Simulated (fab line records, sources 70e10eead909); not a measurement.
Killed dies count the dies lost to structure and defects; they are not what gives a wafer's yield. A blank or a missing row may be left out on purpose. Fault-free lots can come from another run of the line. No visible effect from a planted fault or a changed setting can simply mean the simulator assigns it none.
Which of the tools did it? -- flow nand_harc -- 66 wafers from 22 lots sampled at 6 of the route's 1302 steps

## WHAT THE GAUGES SHOWED, per wafer
Not one reading of a measure or inspect step in the record can be checked against a usual standard deviation.

## WHICH TOOL RAN EACH LOT (tool, then ch and the chambers of the sampled wafers, then the start)
lot,NHARC_A_STAIRCASE_TRIM_198,NHARC_A_STAIRCASE_ETCH_232,NHARC_A_STAIRCASE_ETCH_253,NHARC_A_STAIRCASE_DESCUM_270,NHARC_A_STAIRCASE_ETCH_451,NHARC_A_STAIRCASE_ETCH_452
L074,"rie_diel-07 ch 1,2, day 16 12:58 or earlier","rie_diel-03 ch 0,1,2, day 16 12:58 or earlier","rie_diel-07 ch 1,2,3, day 16 12:58","rie_diel-13 ch 0,1,2, day 16 21:38","rie_diel-13 ch 1,3, no start","rie_diel-07 ch 0,1,2, no start"
L077,"rie_diel-07 ch 1,2,3, day 16 20:49 or earlier","rie_diel-03 ch 0,2,3, day 16 20:49 or earlier","rie_diel-07 ch 1,2,3, day 16 20:49","rie_diel-07 ch 1,2,3, day 17 05:37","rie_diel-07 ch 1,2,3, no start","rie_diel-13 ch 0,1,2, no start"
L076,"rie_diel-13 ch 0,1,3, day 16 21:44 or earlier","rie_diel-07 ch 1,3, day 16 21:44 or earlier","rie_diel-07 ch 1,3, day 16 21:44","rie_diel-03 ch 0,1,2, day 17 07:35","rie_diel-03 ch 0,1,2, no start","rie_diel-07 ch 1,3, no start"
L078,"rie_diel-03 ch 0,2,3, day 17 23:08 or earlier","rie_diel-13 ch 2,3, day 17 23:08 or earlier","rie_diel-03 ch 0,1,2, day 17 23:08","rie_diel-07 ch 1,2,3, day 18 02:55","rie_diel-07 ch 0,1,3, no start","rie_diel-07 ch 0,2, no start"
L080,"rie_diel-13 ch 0,1, day 19 00:35 or earlier","rie_diel-03 ch 1,2,3, day 19 00:35 or earlier","rie_diel-03 ch 1,2, day 19 00:35","rie_diel-03 ch 1,2,3, day 19 06:41","rie_diel-03 ch 1,2,3, no start","rie_diel-03 ch 1,2,3, no start"
L082,"rie_diel-03 ch 0,2, day 19 00:59 or earlier","rie_diel-07 ch 1,2, day 19 00:59 or earlier","rie_diel-03 ch 0,1,3, day 19 00:59","rie_diel-07 ch 2,3, day 19 07:01","rie_diel-07 ch 0,1, no start","rie_diel-07 ch 0,3, no start"
L079,"rie_diel-07 ch 0,2, day 19 02:05 or earlier","rie_diel-07 ch 1,3, day 19 02:05 or earlier","rie_diel-13 ch 2,3, day 19 02:05","rie_diel-13 ch 0,1,2, day 19 08:52","rie_diel-13 ch 0,1, no start","rie_diel-07 ch 0,2,3, no start"
L081,"rie_diel-13 ch 0,2,3, day 19 08:38 or earlier","rie_diel-07 ch 0,1,3, day 19 08:38 or earlier","rie_diel-13 ch 1,3, day 19 08:38","rie_diel-13 ch 0,1, day 19 12:24","rie_diel-13 ch 0,1,2, no start","rie_diel-13 ch 2,3, no start"
L085,"rie_diel-13 ch 0,2, day 20 08:41 or earlier","rie_diel-13 ch 1,2,3, day 20 08:41 or earlier","rie_diel-07 ch 0,1,3, day 20 08:41","rie_diel-13 ch 1,3, day 20 15:19","rie_diel-13 ch 1,2,3, no start","rie_diel-13 ch 0,1,3, no start"
L083,"rie_diel-07 ch 0,1,3, day 20 09:38 or earlier","rie_diel-13 ch 1,2, day 20 09:38 or earlier","rie_diel-13 ch 1,2,3, day 20 09:38","rie_diel-03 ch 1,3, day 20 16:44","rie_diel-03 ch 0,2,3, no start","rie_diel-03 ch 1,2, no start"
L084,"rie_diel-07 ch 1,2,3, day 20 12:51 or earlier","rie_diel-13 ch 1,2,3, day 20 12:51 or earlier","rie_diel-03 ch 0,1,2, day 20 12:51","rie_diel-03 ch 0,3, day 20 18:34","rie_diel-03 ch 0,3, no start","rie_diel-07 ch 1,2,3, no start"
L086,"rie_diel-07 ch 0,1, day 21 16:13 or earlier","rie_diel-07 ch 1,3, day 21 16:13 or earlier","rie_diel-13 ch 0,1, day 21 16:13","rie_diel-07 ch 1,2,3, day 21 20:00","rie_diel-07 ch 0,2,3, no start","rie_diel-07 ch 1,2,3, no start"
L087,"rie_diel-03 ch 0,2,3, day 22 05:56 or earlier","rie_diel-03 ch 0,1,2, day 22 05:56 or earlier","rie_diel-07 ch 0,2,3, day 22 05:56","rie_diel-07 ch 1,2,3, day 22 15:15","rie_diel-07 ch 0,2,3, no start","rie_diel-13 ch 1,2,3, no start"
L088,"rie_diel-13 ch 0,1,3, day 22 06:53 or earlier","rie_diel-07 ch 1,2,3, day 22 06:53 or earlier","rie_diel-13 ch 2,3, day 22 06:53","rie_diel-03 ch 1,2, day 22 17:13","rie_diel-03 ch 0,1, no start","rie_diel-03 ch 1,2, no start"
L089,"rie_diel-07 ch 0,3, day 22 18:47 or earlier","rie_diel-03 ch 0,2, day 22 18:47 or earlier","rie_diel-07 ch 1,3, day 22 18:47","rie_diel-07 ch 0,2,3, day 23 00:23","rie_diel-07 ch 2,3, no start","rie_diel-03 ch 0,1,3, no start"
L090,"rie_diel-03 ch 0,1,3, day 22 19:01 or earlier","rie_diel-03 ch 0,1,3, day 22 19:01 or earlier","rie_diel-07 ch 0,2,3, day 22 19:01","rie_diel-03 ch 1,2,3, day 23 02:12","rie_diel-03 ch 0,2,3, no start","rie_diel-03 ch 0,1,2, no start"
L091,"rie_diel-03 ch 0,3, day 23 17:16 or earlier","rie_diel-07 ch 1,2,3, day 23 17:16 or earlier","rie_diel-07 ch 0,2,3, day 23 17:16","rie_diel-03 ch 0,2, day 23 21:07","rie_diel-03 ch 0,2, no start","rie_diel-13 ch 1,2,3, no start"
L093,"rie_diel-07 ch 0,2,3, day 23 21:53 or earlier","rie_diel-03 ch 0,1,2, day 23 21:53 or earlier","rie_diel-13 ch 0,1,2, day 23 21:53","rie_diel-13 ch 1,2,3, day 24 01:52","rie_diel-13 ch 1,2,3, no start","rie_diel-13 ch 1,2,3, no start"
L092,"rie_diel-13 ch 0,2, day 23 22:26 or earlier","rie_diel-13 ch 0,1,3, day 23 22:26 or earlier","rie_diel-07 ch 1,2,3, day 23 22:26","rie_diel-07 ch 2,3, day 24 03:26","rie_diel-07 ch 0,1,3, no start","rie_diel-03 ch 0,1, no start"
L095,"rie_diel-13 ch 0,3, day 24 18:48 or earlier","rie_diel-03 ch 1,3, day 24 18:48 or earlier","rie_diel-03 ch 0,1, day 24 18:48","rie_diel-03 ch 0,1,2, day 24 23:41","rie_diel-03 ch 0,2,3, no start","rie_diel-13 ch 0,2, no start"
L096,"rie_diel-03 ch 0,2,3, day 25 19:49 or earlier","rie_diel-07 ch 2,3, day 25 19:49 or earlier","rie_diel-07 ch 0,2,3, day 25 19:49","rie_diel-13 ch 0,1, day 26 00:40","rie_diel-13 ch 1,3, no start","rie_diel-03 ch 0,1,2, no start"
L097,"rie_diel-07 ch 0,1, day 26 04:14 or earlier","rie_diel-07 ch 0,2, day 26 04:14 or earlier","rie_diel-03 ch 1,3, day 26 04:14","rie_diel-07 ch 1,2,3, day 26 08:34","rie_diel-07 ch 0,2,3, no start","rie_diel-03 ch 1,3, no start"
- NHARC_A_STAIRCASE_TRIM_198: chemistry O2, time 211.2 s.
- NHARC_A_STAIRCASE_ETCH_232: etches the open film in C4F8/O2, target depth 100 nm, time 40.5 s.
- NHARC_A_STAIRCASE_ETCH_253: etches the open film in C4F8/O2, target depth 50 nm, time 20.2 s.
- NHARC_A_STAIRCASE_DESCUM_270: chemistry O2, time 3 s.
- NHARC_A_STAIRCASE_ETCH_451: etches the open film in CF4/O2, target depth 30 nm, overetch 3 nm, time 16.5 s.
- NHARC_A_STAIRCASE_ETCH_452: etches the open film in CF4/O2, target depth 30 nm, overetch 3 nm, time 16.5 s.

## WHAT THE TOOLS THEMSELVES READ (means of the sampled wafers that have a number; where no wafer has one, the mark that the record gives instead)
NHARC_A_STAIRCASE_TRIM_198. Usual: drypump_motor_current_A 5.9 A, standard deviation 0.44; oes_product_au 1.004 a.u., standard deviation 0.011; rf_vpp_V 57.8 V, standard deviation 0.87; showerhead_plenum_p_Torr 3.51 Torr, standard deviation 0.14; throttle_valve_pct 17.036 %, standard deviation 0.0087.
lot,tool,drypump_motor_current_A (A),oes_product_au (a.u.),rf_vpp_V (V),showerhead_plenum_p_Torr (Torr),throttle_valve_pct (%),flag
L074,rie_diel-07,6.4,1.010,57.8,3.59,17.030,
L077,rie_diel-07,6.1,1.008,57.2,3.46,17.031,
L076,rie_diel-13,5.7,1.002,58.5,3.64,17.032,
L078,rie_diel-03,6.2,1.004,57.6,3.45,17.043,
L080,rie_diel-13,5.4,0.984,58.7,3.68,17.033,
L082,rie_diel-03,6.3,0.995,57.9,3.36,17.032,
L079,rie_diel-07,5.8,1.005,58.9,3.42,17.044,
L081,rie_diel-13,5.9,1.001,58.5,3.55,17.030,
L085,rie_diel-13,5.7,1.005,58.4,3.51,17.037,
L083,rie_diel-07,6.0,0.995,58.1,3.45,17.033,
L084,rie_diel-07,6.1,1.016,57.8,3.45,17.039,
L086,rie_diel-07,6.3,1.016,57.5,3.57,17.029,
L087,rie_diel-03,6.2,1.012,57.9,3.43,17.043,
L088,rie_diel-13,5.7,0.998,58.4,3.62,17.040,
L089,rie_diel-07,5.6,1.008,57.8,3.67,17.038,
L090,rie_diel-03,5.8,1.008,57.7,3.43,17.041,
L091,rie_diel-03,6.2,1.015,56.6,3.44,17.039,
L093,rie_diel-07,5.8,1.017,57.2,3.54,17.044,
L092,rie_diel-13,5.6,0.998,58.0,3.50,17.041,
L095,rie_diel-13,5.7,0.985,57.7,3.57,17.033,
L096,rie_diel-03,6.2,1.010,56.9,3.41,17.038,
L097,rie_diel-07,6.3,1.012,58.1,3.55,17.039,

NHARC_A_STAIRCASE_ETCH_232. Usual: oes_product_au 0.950 a.u., standard deviation 0.013; rf_vpp_V 895 V, standard deviation 5.1.
lot,tool,oes_product_au (a.u.),rf_vpp_V (V),flag
L074,rie_diel-03,0.940,893,
L077,rie_diel-03,0.957,893,
L076,rie_diel-07,0.937,897,
L078,rie_diel-13,0.940,897,
L080,rie_diel-03,0.949,896,
L082,rie_diel-07,0.948,898,
L079,rie_diel-07,0.951,896,
L081,rie_diel-07,0.957,893,
L085,rie_diel-13,0.958,898,
L083,rie_diel-13,0.943,897,
L084,rie_diel-13,0.967,899,
L086,rie_diel-07,0.960,902,
L087,rie_diel-03,0.955,892,
L088,rie_diel-07,0.943,900,
L089,rie_diel-03,0.951,890,
L090,rie_diel-03,0.946,892,
L091,rie_diel-07,0.970,899,
L093,rie_diel-03,0.969,891,
L092,rie_diel-13,0.937,899,
L095,rie_diel-03,0.939,894,
L096,rie_diel-07,0.952,895,
L097,rie_diel-07,0.956,891,

NHARC_A_STAIRCASE_ETCH_253. Usual: oes_product_au 0.963 a.u., standard deviation 0.018; rf_vpp_V 895 V, standard deviation 5.1.
lot,tool,oes_product_au (a.u.),rf_vpp_V (V),flag
L074,rie_diel-07,0.973,894,
L077,rie_diel-07,0.974,894,
L076,rie_diel-07,0.958,892,
L078,rie_diel-03,0.970,892,
L080,rie_diel-03,0.961,894,
L082,rie_diel-03,0.969,893,
L079,rie_diel-13,0.960,896,
L081,rie_diel-13,0.956,900,
L085,rie_diel-07,0.971,894,
L083,rie_diel-13,0.964,899,
L084,rie_diel-03,0.986,891,
L086,rie_diel-13,0.961,900,
L087,rie_diel-07,0.936,896,
L088,rie_diel-13,0.977,896,
L089,rie_diel-07,0.957,903,
L090,rie_diel-07,0.980,897,
L091,rie_diel-07,0.976,896,
L093,rie_diel-13,0.966,898,
L092,rie_diel-07,0.980,899,
L095,rie_diel-03,0.954,891,
L096,rie_diel-07,0.966,896,
L097,rie_diel-03,0.951,894,

NHARC_A_STAIRCASE_DESCUM_270. Usual: drypump_motor_current_A 5.8 A, standard deviation 0.44; oes_product_au 1.003 a.u., standard deviation 0.01; rf_vpp_V 57.8 V, standard deviation 0.92; showerhead_plenum_p_Torr 1.91 Torr, standard deviation 0.08; throttle_valve_pct 11.312 %, standard deviation 0.009.
lot,tool,drypump_motor_current_A (A),oes_product_au (a.u.),rf_vpp_V (V),showerhead_plenum_p_Torr (Torr),throttle_valve_pct (%),flag
L074,rie_diel-13,5.5,0.993,58.2,1.96,11.310,
L077,rie_diel-07,6.1,1.007,57.9,1.88,11.306,
L076,rie_diel-03,5.9,0.995,57.7,1.86,11.315,
L078,rie_diel-07,6.0,1.011,58.0,1.87,11.306,
L080,rie_diel-03,5.8,1.000,57.1,1.90,11.313,
L082,rie_diel-07,5.8,1.015,57.5,1.83,11.312,
L079,rie_diel-13,5.5,1.003,57.9,1.95,11.316,
L081,rie_diel-13,5.4,0.993,58.2,1.98,11.312,
L085,rie_diel-13,5.7,0.997,58.4,2.00,11.315,
L083,rie_diel-03,5.4,1.003,57.9,1.90,11.310,
L084,rie_diel-03,6.3,1.015,56.8,1.83,11.314,
L086,rie_diel-07,6.0,1.000,57.5,1.97,11.307,
L087,rie_diel-07,6.0,1.016,58.1,1.97,11.309,
L088,rie_diel-03,5.8,1.006,58.3,1.87,11.317,
L089,rie_diel-07,5.7,1.005,58.2,1.92,11.315,
L090,rie_diel-03,5.8,1.012,57.8,1.89,11.316,
L091,rie_diel-03,6.3,1.010,57.9,1.84,11.307,
L093,rie_diel-13,5.8,0.993,57.2,1.94,11.307,
L092,rie_diel-07,5.8,1.009,57.9,2.00,11.315,
L095,rie_diel-03,5.9,1.008,56.7,1.84,11.329,
L096,rie_diel-13,5.4,0.990,57.8,1.99,11.317,
L097,rie_diel-07,6.0,1.010,58.7,1.96,11.316,

NHARC_A_STAIRCASE_ETCH_451. Usual: drypump_motor_current_A 5.8 A, standard deviation 0.46; oes_product_au 1.004 a.u., standard deviation 0.011; rf_vpp_V 197.7 V, standard deviation 1.3; showerhead_plenum_p_Torr 1.33 Torr, standard deviation 0.054; throttle_valve_pct 13.397 %, standard deviation 0.0091.
lot,tool,drypump_motor_current_A (A),oes_product_au (a.u.),rf_vpp_V (V),showerhead_plenum_p_Torr (Torr),throttle_valve_pct (%),flag
L074,rie_diel-13,5.7,1.001,199.3,1.40,13.400,
L077,rie_diel-07,6.1,1.005,197.6,1.31,13.395,
L076,rie_diel-03,5.9,0.995,197.3,1.30,13.407,
L078,rie_diel-07,6.0,1.000,197.6,1.31,13.396,
L080,rie_diel-03,5.8,1.008,198.6,1.32,13.389,
L082,rie_diel-07,6.0,0.999,196.9,1.32,13.396,
L079,rie_diel-13,5.3,0.994,198.5,1.38,13.390,
L081,rie_diel-13,5.5,0.995,198.3,1.36,13.391,
L085,rie_diel-13,5.8,1.013,198.8,1.36,13.399,
L083,rie_diel-03,6.2,1.007,197.1,1.30,13.403,
L084,rie_diel-03,6.1,0.999,197.9,1.31,13.404,
L086,rie_diel-07,5.8,1.004,196.6,1.34,13.399,
L087,rie_diel-07,5.8,1.023,197.1,1.34,13.393,
L088,rie_diel-03,5.5,1.013,197.2,1.29,13.399,
L089,rie_diel-07,5.7,1.010,200.1,1.39,13.400,
L090,rie_diel-03,6.2,1.011,197.1,1.29,13.389,
L091,rie_diel-03,6.3,1.012,196.0,1.26,13.390,
L093,rie_diel-13,5.8,1.000,197.9,1.36,13.403,
L092,rie_diel-07,6.0,1.010,198.7,1.37,13.395,
L095,rie_diel-03,6.2,1.008,196.9,1.29,13.384,
L096,rie_diel-13,6.0,0.986,198.5,1.36,13.402,
L097,rie_diel-07,5.8,1.008,198.6,1.34,13.393,

NHARC_A_STAIRCASE_ETCH_452. Usual: drypump_motor_current_A 5.8 A, standard deviation 0.45; oes_product_au 1.003 a.u., standard deviation 0.011; rf_vpp_V 197.6 V, standard deviation 1.1; showerhead_plenum_p_Torr 1.32 Torr, standard deviation 0.05; throttle_valve_pct 13.396 %, standard deviation 0.0092.
lot,tool,drypump_motor_current_A (A),oes_product_au (a.u.),rf_vpp_V (V),showerhead_plenum_p_Torr (Torr),throttle_valve_pct (%),flag
L074,rie_diel-07,6.0,1.002,197.9,1.33,13.393,
L077,rie_diel-13,5.5,0.993,198.3,1.37,13.397,
L076,rie_diel-07,6.2,0.995,198.3,1.34,13.402,
L078,rie_diel-07,5.8,1.007,197.4,1.29,13.401,
L080,rie_diel-03,5.8,1.004,197.2,1.32,13.390,
L082,rie_diel-07,5.7,1.005,196.2,1.25,13.406,
L079,rie_diel-07,5.8,1.004,197.4,1.27,13.394,
L081,rie_diel-13,6.1,1.003,197.6,1.34,13.398,
L085,rie_diel-13,5.7,0.999,198.7,1.37,13.397,
L083,rie_diel-03,5.5,1.017,197.4,1.32,13.394,
L084,rie_diel-07,6.0,1.011,198.7,1.37,13.390,
L086,rie_diel-07,6.0,1.009,199.2,1.37,13.399,
L087,rie_diel-13,5.8,1.003,198.2,1.36,13.398,
L088,rie_diel-03,5.8,1.007,197.7,1.31,13.393,
L089,rie_diel-03,5.8,1.007,196.8,1.29,13.384,
L090,rie_diel-03,5.9,1.005,196.7,1.29,13.389,
L091,rie_diel-13,5.8,1.005,198.4,1.36,13.411,
L093,rie_diel-13,5.8,0.998,197.6,1.36,13.396,
L092,rie_diel-03,5.5,0.999,197.2,1.29,13.398,
L095,rie_diel-13,5.6,0.993,197.5,1.32,13.390,
L096,rie_diel-03,5.9,1.010,196.4,1.28,13.391,
L097,rie_diel-03,5.4,0.997,197.3,1.32,13.401,

## THE ANSWER, worked out from the rows above alone
Rule: a lot counts as off when the mean over its wafers that have a number is more than 3 standard deviations away from the usual mean. Also off: a lot with no number at a reading for which 4 or more lots have one. Where the step has rows for the other lots, those lots are counted as sound. Order of review: gauges by route order, followed by the tools' own readings, for which a lot's mean as printed above is used. The first step at which some lot is off is used, and at that step the reading that is off furthest; a lot without a number counts as furthest.
No lot is off on any of the readings shown, so nothing can be concluded from this.

## WHAT THE SIMULATOR HAD INSERTED
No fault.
